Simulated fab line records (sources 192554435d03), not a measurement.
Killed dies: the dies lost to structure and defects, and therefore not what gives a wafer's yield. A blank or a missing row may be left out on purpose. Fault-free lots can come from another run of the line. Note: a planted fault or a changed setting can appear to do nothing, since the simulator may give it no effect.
fab line records	flow n5-finfet
[record] lots = 6	wafers = 18	last-day = 18
route steps=1938 shown BEOL_M1@814 BEOL_M4@1111 PASSIVATION@1936
lots that met no fault: taken from a fault-free run of the same line
start-h: the number of hours between the record's first day and the start of the first shown wafer of the lot	wait-h: hours elapsed since this lot's preceding step	" the same as in the row above	L1.1+2: a single row standing in for several wafers	- no value present, or no start provided	* or withheld: withheld	< > ~ a bound
route shown NAME@n: NAME is a module with steps in the file, n the number in the route of the first one	usual: mean/standard deviation taken from wafers without a fault	same: alike in all rows	chamber/n: place in a boat	sites: the reading at each site	_std_site: their standard deviation	_edge_site: inner sites' mean taken away from outer sites' mean	radius-mm: for every site, how far away it sits from the centre of the wafer	mask NAME#n: copy n	behind: tool/chamber where the wafer was last shaped	hold: what put the lot on hold/how long, in hours/how the hold closed	device: which transistor (n, p or np) failed to switch	end of line: tests run on the same wafers once the route is complete	a step without rows: its recipe alone	killed: the dies lost at the first sort to structure and to defects; this is not the yield of the wafer	map: a wafer's dies, x killed, . not, _ none there
set.NAME: the setting as run; set.NAME@STEP: as run at that earlier step	model.NAME: the simulator's own value behind a step, which no gauge read
lots at selected steps of the route; one table per step, one row per wafer
[[steps]]
[step N5_BEOL_M1_SPUTTER_48]
[recipe] material = Cu	target-thk-a = 45	temp-c = -20	chamber-pressure-pa = 0.07	power-w = withheld	time-s = 8.29
[step N5_BEOL_M1_ANNEAL_49]
[recipe] temp-c = 400	time-s = 240	ambient = vacuum
[step N5_BEOL_M1_SPUTTER_79]
[recipe] material = Cu	target-thk-a = 45	temp-c = -20	chamber-pressure-pa = 0.07	power-w = withheld	time-s = 8.29
[step N5_BEOL_M1_ANNEAL_80]
[recipe] temp-c = 400	time-s = 240	ambient = vacuum
[step N5_BEOL_M1_SPUTTER_81]
[recipe] material = Cu	target-thk-a = 45	temp-c = -20	chamber-pressure-pa = 0.07	power-w = withheld	time-s = 8.29
[usual] chamber-pressure-pa = 0.06999/0.00014	chuck-gas-flow-sccm = 1.25/0.051	throttle-valve-pct = 29.9/0.76
[same] time-s = 8.29
lot.wafer	tool	chamber	start-h	wait-h	chamber-pressure-pa	chuck-gas-flow-sccm	throttle-valve-pct
L930.1	pvd-sputter-03	-	180.29	0.1	0.06995	1.23	29.6
L930.3	"	-	"	"	0.06985	1.30	30.4
L930.5	"	-	"	"	0.07025	1.20	30.3
L932.1	pvd-sputter-01	-	192.06	0.1	0.07	1.28	30.9
L932.3	"	-	"	"	0.0699	1.29	30.3
L932.6	"	-	"	"	0.06987	1.25	29.9
L939.1	pvd-sputter-03	-	233.12	0.1	0.06992	1.23	29.5
L939.3	"	-	"	"	0.06989	1.27	29.3
L939.4	"	-	"	"	0.07007	1.27	29.0
L940.3	pvd-sputter-03	-	241.25	0.1	0.07001	1.39	29.5
L940.5	"	-	"	"	0.06994	1.33	29.3
L940.6	"	-	"	"	0.0701	1.16	30.5
L944.2	pvd-sputter-02	-	264.60	0.1	0.07007	1.22	29.3
L944.3	"	-	"	"	0.06986	1.28	30.1
L944.6	"	-	"	"	0.0701	1.27	30.1
L945.2	pvd-sputter-01	-	280.64	0.1	0.07013	1.29	30.7
L945.4	"	-	"	"	0.06995	1.23	29.8
L945.6	"	-	"	"	0.06997	1.25	31.1
[step N5_BEOL_M1_ANNEAL_82]
[recipe] temp-c = 400	time-s = 240	ambient = vacuum
[usual] heater-power-w = 855/77
[same] time-s = 240
lot.wafer	tool	chamber	start-h	wait-h	heater-power-w
L930.1	pvd-sputter-03	-	180.37	0.0	873
L930.3	"	-	"	"	759
L930.5	"	-	"	"	762
L932.1	pvd-sputter-01	-	192.14	0.0	904
L932.3	"	-	"	"	838
L932.6	"	-	"	"	833
L939.1	pvd-sputter-03	-	233.20	0.0	871
L939.3	"	-	"	"	745
L939.4	"	-	"	"	870
L940.3	pvd-sputter-03	-	241.33	0.0	762
L940.5	"	-	"	"	860
L940.6	"	-	"	"	768
L944.2	pvd-sputter-02	-	264.68	0.0	798
L944.3	"	-	"	"	904
L944.6	"	-	"	"	910
L945.2	pvd-sputter-01	-	280.72	0.0	918
L945.4	"	-	"	"	895
L945.6	"	-	"	"	892
[step N5_BEOL_M1_SPUTTER_86]
[recipe] material = Cu	target-thk-a = 45	temp-c = -20	chamber-pressure-pa = 0.07	power-w = withheld	time-s = 8.29
[usual] chamber-pressure-pa = 0.07001/0.00015	chuck-gas-flow-sccm = 1.26/0.055	throttle-valve-pct = 29.8/0.76
[same] time-s = 8.29
lot.wafer	tool	chamber	start-h	wait-h	chamber-pressure-pa	chuck-gas-flow-sccm	throttle-valve-pct
L930.1	pvd-sputter-03	-	180.51	0.1	0.06986	1.25	29.4
L930.3	"	-	"	"	0.07001	1.15	30.8
L930.5	"	-	"	"	0.06992	1.28	30.4
L932.1	pvd-sputter-01	-	192.28	0.1	0.07007	1.25	30.8
L932.3	"	-	"	"	0.07015	1.20	30.3
L932.6	"	-	"	"	0.07008	1.23	30.2
L939.1	pvd-sputter-03	-	233.34	0.1	0.07011	1.27	29.3
L939.3	"	-	"	"	0.06971	1.31	29.7
L939.4	"	-	"	"	0.07017	1.23	29.1
L940.3	pvd-sputter-03	-	241.47	0.1	0.07008	1.25	29.4
L940.5	"	-	"	"	0.06993	1.19	29.0
L940.6	"	-	"	"	0.06985	1.16	30.4
L944.2	pvd-sputter-02	-	264.82	0.1	0.07009	1.27	29.1
L944.3	"	-	"	"	0.06996	1.28	30.0
L944.6	"	-	"	"	0.06995	1.36	29.9
L945.2	pvd-sputter-01	-	280.86	0.1	0.07002	1.28	31.0
L945.4	"	-	"	"	0.06993	1.30	29.5
L945.6	"	-	"	"	0.07009	1.32	30.8
[step N5_BEOL_M1_ANNEAL_87]
[recipe] temp-c = 400	time-s = 240	ambient = vacuum
[step N5_BEOL_M1_SPUTTER_88]
[recipe] material = Cu	target-thk-a = 45	temp-c = -20	chamber-pressure-pa = 0.07	power-w = withheld	time-s = 8.29
[usual] chamber-pressure-pa = 0.06999/0.00014	chuck-gas-flow-sccm = 1.26/0.053	throttle-valve-pct = 29.8/0.76
[same] time-s = 8.29
lot.wafer	tool	chamber	start-h	wait-h	chamber-pressure-pa	chuck-gas-flow-sccm	throttle-valve-pct
L930.1	pvd-sputter-03	-	180.73	0.1	0.07002	1.30	29.5
L930.3	"	-	"	"	0.06997	1.21	30.5
L930.5	"	-	"	"	0.06989	1.31	30.4
L932.1	pvd-sputter-01	-	192.50	0.1	0.06977	1.30	31.0
L932.3	"	-	"	"	0.07015	1.21	30.2
L932.6	"	-	"	"	0.07009	1.24	30.2
L939.1	pvd-sputter-03	-	233.56	0.1	0.07011	1.23	29.8
L939.3	"	-	"	"	0.07016	1.26	29.6
L939.4	"	-	"	"	0.07017	1.26	29.3
L940.3	pvd-sputter-03	-	241.69	0.1	0.06995	1.27	29.4
L940.5	"	-	"	"	0.06981	1.28	29.1
L940.6	"	-	"	"	0.0703	1.25	30.5
L944.2	pvd-sputter-02	-	265.04	0.1	0.07	1.20	29.3
L944.3	"	-	"	"	0.06995	1.24	29.9
L944.6	"	-	"	"	0.07003	1.34	30.0
L945.2	pvd-sputter-01	-	281.08	0.1	0.07019	1.33	30.9
L945.4	"	-	"	"	0.06968	1.29	29.6
L945.6	"	-	"	"	0.07	1.33	31.0
[step N5_BEOL_M1_ANNEAL_89]
[recipe] temp-c = 400	time-s = 240	ambient = vacuum
[step N5_BEOL_M1_SPUTTER_90]
[recipe] material = Cu	target-thk-a = 45	temp-c = -20	chamber-pressure-pa = 0.07	power-w = withheld	time-s = 8.29
[step N5_BEOL_M1_ANNEAL_91]
[recipe] temp-c = 400	time-s = 240	ambient = vacuum
[step N5_BEOL_M1_SPUTTER_92]
[recipe] material = Cu	target-thk-a = 45	temp-c = -20	chamber-pressure-pa = 0.07	power-w = withheld	time-s = 8.29
[usual] chamber-pressure-pa = 0.07/0.00016	chuck-gas-flow-sccm = 1.25/0.055	throttle-valve-pct = 29.8/0.79
[same] time-s = 8.29
lot.wafer	tool	chamber	start-h	wait-h	chamber-pressure-pa	chuck-gas-flow-sccm	throttle-valve-pct
L930.1	pvd-sputter-03	-	181.17	0.1	0.06986	1.26	29.3
L930.3	"	-	"	"	0.07004	1.19	30.5
L930.5	"	-	"	"	0.06993	1.23	30.4
L932.1	pvd-sputter-01	-	192.94	0.1	0.07024	1.35	30.7
L932.3	"	-	"	"	0.07006	1.34	30.4
L932.6	"	-	"	"	0.06981	1.28	30.4
L939.1	pvd-sputter-03	-	234.00	0.1	0.07398	1.28	28.8
L939.3	"	-	"	"	0.07412	1.19	28.6
L939.4	"	-	"	"	0.0743	1.22	28.4
L940.3	pvd-sputter-03	-	242.13	0.1	0.07421	1.21	28.4
L940.5	"	-	"	"	0.07398	1.26	28.0
L940.6	"	-	"	"	0.07415	1.22	29.6
L944.2	pvd-sputter-02	-	265.48	0.1	0.0698	1.25	29.1
L944.3	"	-	"	"	0.07002	1.30	29.9
L944.6	"	-	"	"	0.0701	1.40	30.2
L945.2	pvd-sputter-01	-	281.52	0.1	0.07009	1.19	31.3
L945.4	"	-	"	"	0.07001	1.22	29.4
L945.6	"	-	"	"	0.07001	1.28	31.1
[step N5_BEOL_M1_ANNEAL_93]
[recipe] temp-c = 400	time-s = 240	ambient = vacuum
[usual] heater-power-w = 859/81
[same] time-s = 240
lot.wafer	tool	chamber	start-h	wait-h	heater-power-w
L930.1	pvd-sputter-03	-	181.25	0.0	865
L930.3	"	-	"	"	751
L930.5	"	-	"	"	750
L932.1	pvd-sputter-01	-	193.02	0.0	906
L932.3	"	-	"	"	837
L932.6	"	-	"	"	861
L939.1	pvd-sputter-03	-	234.08	0.0	873
L939.3	"	-	"	"	759
L939.4	"	-	"	"	845
L940.3	pvd-sputter-03	-	242.21	0.0	763
L940.5	"	-	"	"	848
L940.6	"	-	"	"	770
L944.2	pvd-sputter-02	-	265.56	0.0	806
L944.3	"	-	"	"	923
L944.6	"	-	"	"	927
L945.2	pvd-sputter-01	-	281.60	0.0	893
L945.4	"	-	"	"	904
L945.6	"	-	"	"	894
[step N5_BEOL_M4_RC_MEAS_101]
[usual] DIBL_N = 35.7/1.3	DIBL_P = 35.4/1.8	IOFF_N = 0.152/0.027	IOFF_P = 0.20/0.034	ION_N = 672/9.8	ION_P = 461/7.5	SS_N = 71.4/0.55	SS_P = 73.1/0.61	VT_N = 251/3.3	VT_P = -251/3.6
lot.wafer	tool	chamber	start-h	wait-h	DIBL_N[mV/V]	DIBL_P[mV/V]	IOFF_N[nA/um]	IOFF_P[nA/um]	ION_N[uA/um]	ION_P[uA/um]	SS_N[mV/dec]	SS_P[mV/dec]	VT_N[mV]	VT_P[mV]
L930.1	prober-02	0	218.32	0.4	34.5	33.5	0.130	0.18	682	465	71.4	72.8	254	-254
L930.3	"	0	"	"	35.4	34.2	0.139	0.19	668	459	71.7	73.3	254	-248
L930.5	"	0	"	"	33.3	31.3	0.104	0.15	652	453	72.0	71.6	258	-254
L932.1	prober-02	0	227.18	0.0	34.9	35.1	0.131	0.21	669	466	71.2	72.8	254	-249
L932.3	"	0	"	"	35.9	35.8	0.152	0.23	679	469	71.6	73.3	249	-249
L932.6	"	0	"	"	35.6	36.1	0.142	0.23	666	471	71.6	73.7	252	-247
L939.1	prober-01	0	278.95	0.0	34.8	32.8	0.136	0.18	670	458	71.3	72.6	252	-252
L939.3	"	0	"	"	34.5	33.8	0.143	0.19	681	463	71.1	73.5	252	-250
L939.4	"	0	"	"	33.6	31.4	0.121	0.16	662	456	70.7	73.1	252	-250
L940.3	prober-02	0	280.97	0.3	36.0	35.6	0.147	0.22	670	469	70.9	72.6	251	-246
L940.5	"	0	"	"	35.9	35.6	0.153	0.23	679	468	71.2	74.3	247	-249
L940.6	"	0	"	"	37.2	36.6	0.167	0.25	683	472	72.2	73.5	251	-245
L944.2	prober-01	0	308.32	0.2	36.9	37.5	0.164	0.22	682	465	71.1	73.7	249	-254
L944.3	"	0	"	"	35.3	35.2	0.132	0.17	670	456	70.9	73.0	252	-253
L944.6	"	0	"	"	36.3	36.8	0.148	0.20	674	459	71.1	73.7	252	-251
L945.2	prober-02	0	318.63	0.2	33.7	33.3	0.112	0.18	669	470	70.2	72.8	255	-250
L945.4	"	0	"	"	32.7	31.1	0.097	0.15	661	459	71.1	72.6	258	-252
L945.6	"	0	"	"	32.1	30.5	0.093	0.16	651	457	70.2	72.6	257	-253
[step N5_PASSIVATION_PROBE_49]
[usual] defect-limited-yield = 91.5/1.3	killed_at_M0_to_M3 = 33/11	killed_at_M4_up = 14/5.3	killed-at-contacts = 11/6.3	killed-at-front-end = 38/10	killed-at-other = 3.7/2.8	killed-dies = 101/16	killed-open = 67/12	killed-short = 32/7.4	sort_bin_5_function = 5.0/0.86	sort_bin_6_memory = 3.2/0.69	sort-n-pass = 1079/16	sort-yield-pct = 91.5/1.3
[same] gross-dies = 1180	killed-at-back-side = 0	sort_bin_4_leakage[%] = 0	sort_bin_8_speed[%] = 0
lot.wafer	tool	chamber	start-h	wait-h	defect-limited-yield[%]	killed_at_M0_to_M3	killed_at_M4_up	killed-at-contacts	killed-at-front-end	killed-at-other	killed-dies	killed-open	killed-short	sort_bin_5_function[%]	sort_bin_6_memory[%]	sort-n-pass	sort-yield-pct[%]
L930.1	prober-01	-	317.86	0.0	90.4	23	12	29	47	2	113	65	47	5.1	3.9	1067	90.4
L930.3	prober-01	-	317.96	0.1	89.3	49	18	22	33	4	126	75	51	6.9	3.2	1054	89.3
L930.5	prober-01	-	318.06	0.2	90.3	28	17	24	44	2	115	72	42	6.0	3.4	1065	90.3
L932.1	prober-02	-	333.10	0.0	91.7	32	13	15	38	0	98	70	26	5.2	2.9	1082	91.7
L932.3	prober-02	-	333.20	0.1	91.6	33	16	7	42	1	99	63	35	4.4	3.9	1081	91.6
L932.6	prober-02	-	333.35	0.3	92.2	29	6	2	52	3	92	56	35	4.4	2.8	1088	92.2
L939.1	prober-02	-	381.75	0.0	90.8	39	7	6	46	10	108	73	34	4.3	4.2	1072	90.8
L939.3	prober-02	-	381.85	0.1	91.7	37	16	5	35	5	98	59	35	4.8	3.4	1082	91.7
L939.4	prober-02	-	381.90	0.2	89.8	59	13	4	39	5	120	85	35	5.6	4.4	1060	89.8
L940.3	prober-02	-	387.34	0.1	91.3	49	13	6	33	2	103	62	40	5.8	2.8	1077	91.3
L940.5	prober-02	-	387.44	0.2	93.8	25	11	8	27	2	73	57	14	4.7	1.4	1107	93.8
L940.6	prober-02	-	387.49	0.3	91.4	42	10	5	42	2	101	74	27	5.3	3.2	1079	91.4
L944.2	prober-01	-	408.47	0.1	90.4	39	19	6	45	4	113	81	29	5.8	3.6	1067	90.4
L944.3	prober-01	-	408.52	0.1	89.2	39	19	7	51	11	127	85	38	7.0	3.6	1053	89.2
L944.6	prober-01	-	408.67	0.3	92.3	43	10	11	27	0	91	57	33	5.1	2.5	1089	92.3
L945.2	prober-02	-	422.16	0.1	91.9	31	6	15	39	4	95	68	26	4.2	3.5	1085	91.9
L945.4	prober-02	-	422.26	0.2	93.6	23	10	12	22	8	75	56	19	3.8	2.3	1105	93.6
L945.6	prober-02	-	422.36	0.3	91.5	44	10	5	36	5	100	62	36	5.3	3.0	1080	91.5
// killed by level:class
L930.1 MOL_CONTACT_COAG:geometric-particle:open=21 FIN_SAQP:geometric-particle:short=14 STI_FIN_REVEAL:geometric-particle:open=9 MOL_CONTACT_COAG:geometric-particle:short=8 BEOL_M0_SAQP:geometric-particle:open=8 BEOL_M0_SAQP:geometric-particle:short=6 FIN_SAQP:geometric-particle:open=5 BEOL_M5:geometric-particle:open=5
L930.3 MOL_CONTACT_COAG:geometric-particle:open=17 BEOL_M0_SAQP:geometric-particle:open=12 BEOL_M0_SAQP:geometric-particle:short=11 BEOL_M4:geometric-particle:open=9 STI_FIN_REVEAL:geometric-particle:open=7 BEOL_M2:geometric-particle:open=7 BEOL_M3:geometric-particle:open=7 STARTING-WAFER:geometric-particle:short=6
L930.5 MOL_CONTACT_COAG:geometric-particle:open=16 STI_FIN_REVEAL:geometric-particle:open=15 MOL_CONTACT_COAG:geometric-particle:short=8 BEOL_M0_SAQP:geometric-particle:open=8 FIN_SAQP:geometric-particle:short=7 BEOL_M0_SAQP:geometric-particle:short=6 FIN_SAQP:geometric-particle:open=5 BEOL_M4:geometric-particle:open=5
L932.1 MOL_CONTACT_COAG:geometric-particle:open=14 BEOL_M2:geometric-particle:open=9 BEOL_M4:geometric-particle:open=9 BEOL_M0_SAQP:geometric-particle:short=8 FIN_SAQP:geometric-particle:open=7 STI_FIN_REVEAL:geometric-particle:open=7 BEOL_M0_SAQP:geometric-particle:open=7 FIN_SAQP:geometric-particle:short=5
L932.3 FIN_SAQP:geometric-particle:short=13 STI_FIN_REVEAL:geometric-particle:open=11 BEOL_M2:geometric-particle:open=11 BEOL_M3:geometric-particle:open=10 BEOL_M0_SAQP:geometric-particle:short=7 MOL_CONTACT_COAG:geometric-particle:open=6 BEOL_M6:geometric-particle:open=4 FIN_SAQP:geometric-particle:open=3
L932.6 FIN_SAQP:geometric-particle:short=18 BEOL_M2:geometric-particle:open=15 STI_FIN_REVEAL:geometric-particle:open=10 FIN_SAQP:geometric-particle:open=6 BEOL_M3:geometric-particle:open=5 DUMMY_GATE:geometric-particle:open=3 ILD0:geometric-particle:open=3 BEOL_M4:geometric-particle:open=3
L939.1 BEOL_M3:geometric-particle:open=16 FIN_SAQP:geometric-particle:short=10 FIN_SAQP:geometric-particle:open=9 BEOL_M1:geometric-particle:open=8 STI_FIN_REVEAL:geometric-particle:open=7 BEOL_M2:geometric-particle:open=5 BEOL_M7:geometric-particle:open=3 DUMMY_GATE:geometric-particle:open=3
L939.3 BEOL_M1:geometric-particle:open=10 FIN_SAQP:geometric-particle:short=9 BEOL_M3:geometric-particle:open=9 BEOL_M2:geometric-particle:open=8 BEOL_M4:geometric-particle:open=5 STARTING-WAFER:geometric-particle:short=5 DUMMY_GATE:geometric-particle:short=4 MOL_CONTACT_COAG:geometric-particle:open=4
L939.4 BEOL_M1:geometric-particle:open=17 BEOL_M0_SAQP:geometric-particle:open=13 BEOL_M3:geometric-particle:open=10 FIN_SAQP:geometric-particle:short=6 STI_FIN_REVEAL:geometric-particle:open=6 BEOL_M0_SAQP:geometric-particle:short=6 BEOL_M2:geometric-particle:open=6 FIN_SAQP:geometric-particle:open=5
L940.3 BEOL_M2:geometric-particle:open=16 BEOL_M0_SAQP:geometric-particle:short=11 FIN_SAQP:geometric-particle:open=8 FIN_SAQP:geometric-particle:short=6 BEOL_M0_SAQP:geometric-particle:open=5 BEOL_M3:geometric-particle:open=5 MOL_CONTACT_COAG:geometric-particle:open=5 STARTING-WAFER:geometric-particle:short=5
L940.5 BEOL_M2:geometric-particle:open=13 FIN_SAQP:geometric-particle:open=7 MOL_CONTACT_COAG:geometric-particle:open=6 BEOL_M5:geometric-particle:open=6 STI_FIN_REVEAL:geometric-particle:open=5 BEOL_M3:geometric-particle:open=5 FIN_SAQP:geometric-particle:short=3 BEOL_M0_SAQP:geometric-particle:open=3
L940.6 FIN_SAQP:geometric-particle:open=21 BEOL_M0_SAQP:geometric-particle:open=9 BEOL_M2:geometric-particle:open=9 BEOL_M0_SAQP:geometric-particle:short=8 BEOL_M2:geometric-particle:short=6 FIN_SAQP:geometric-particle:short=5 STI_FIN_REVEAL:geometric-particle:open=5 MOL_CONTACT_COAG:geometric-particle:open=5
L944.2 FIN_SAQP:geometric-particle:open=14 BEOL_M4:geometric-particle:open=12 BEOL_M2:geometric-particle:open=10 BEOL_M0_SAQP:geometric-particle:open=10 DUMMY_GATE:geometric-particle:open=8 BEOL_M3:geometric-particle:open=7 BEOL_M0_SAQP:geometric-particle:short=6 FIN_SAQP:geometric-particle:short=5
L944.3 FIN_SAQP:geometric-particle:open=20 BEOL_M2:geometric-particle:open=12 BEOL_M0_SAQP:geometric-particle:short=10 BEOL_M0_SAQP:geometric-particle:open=7 MOL_CONTACT_COAG:geometric-particle:open=6 STI_FIN_REVEAL:geometric-particle:open=5 GATE_CUT:geometric-particle:open=5 BEOL_M4:geometric-particle:open=5
L944.6 BEOL_M0_SAQP:geometric-particle:short=11 MOL_CONTACT_COAG:geometric-particle:open=9 BEOL_M0_SAQP:geometric-particle:open=8 BEOL_M3:geometric-particle:open=8 FIN_SAQP:geometric-particle:open=6 FIN_SAQP:geometric-particle:short=5 BEOL_M4:geometric-particle:open=5 BEOL_M3:geometric-particle:short=4
L945.2 MOL_CONTACT_COAG:geometric-particle:open=13 STI_FIN_REVEAL:geometric-particle:open=10 BEOL_M3:geometric-particle:open=9 FIN_SAQP:geometric-particle:open=7 FIN_SAQP:geometric-particle:short=7 BEOL_M2:geometric-particle:open=7 BEOL_M1:geometric-particle:open=5 FIN_CUT:geometric-particle:short=3
L945.4 MOL_CONTACT_COAG:geometric-particle:open=8 BEOL_M1:geometric-particle:open=7 BEOL_M3:geometric-particle:open=7 STI_FIN_REVEAL:geometric-particle:open=6 BEOL_M4:geometric-particle:open=6 DUMMY_GATE:geometric-particle:open=5 MOL_CONTACT_COAG:geometric-particle:short=4 BEOL_M2:geometric-particle:open=4
L945.6 BEOL_M3:geometric-particle:open=15 FIN_SAQP:geometric-particle:short=9 STI_FIN_REVEAL:geometric-particle:open=9 BEOL_M0_SAQP:geometric-particle:short=8 BEOL_M0_SAQP:geometric-particle:open=7 BEOL_M2:geometric-particle:open=6 GATE_CUT:geometric-particle:short=6 FIN_SAQP:geometric-particle:open=5
[[key]]
[first-sign] step = N5_BEOL_M1_SPUTTER_92	reading = chamber-pressure-pa	direction = up	sigmas = 25	usual = 0.07	struck = 0.07412
[effect] step = N5_BEOL_M1_SPUTTER_92	reading = throttle-valve-pct	direction = down	sigmas = 1.5	usual = *	struck = *
met-at N5_BEOL_M1_SPUTTER_92
struck-wafers L939.1,L939.3,L939.4,L940.3,L940.5,L940.6
onset-between 181.17 234.00
[fault] kind = process-parameter-drift	tool = pvd-sputter-03	chamber = -	onset-h = 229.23	steps = N5_BEOL_M1_SPUTTER_92	channel = chamber-pressure-pa	offset = 0.0040768	shape = step	end-h = 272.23	acts-in = these-recipes-only	stated = 0.07
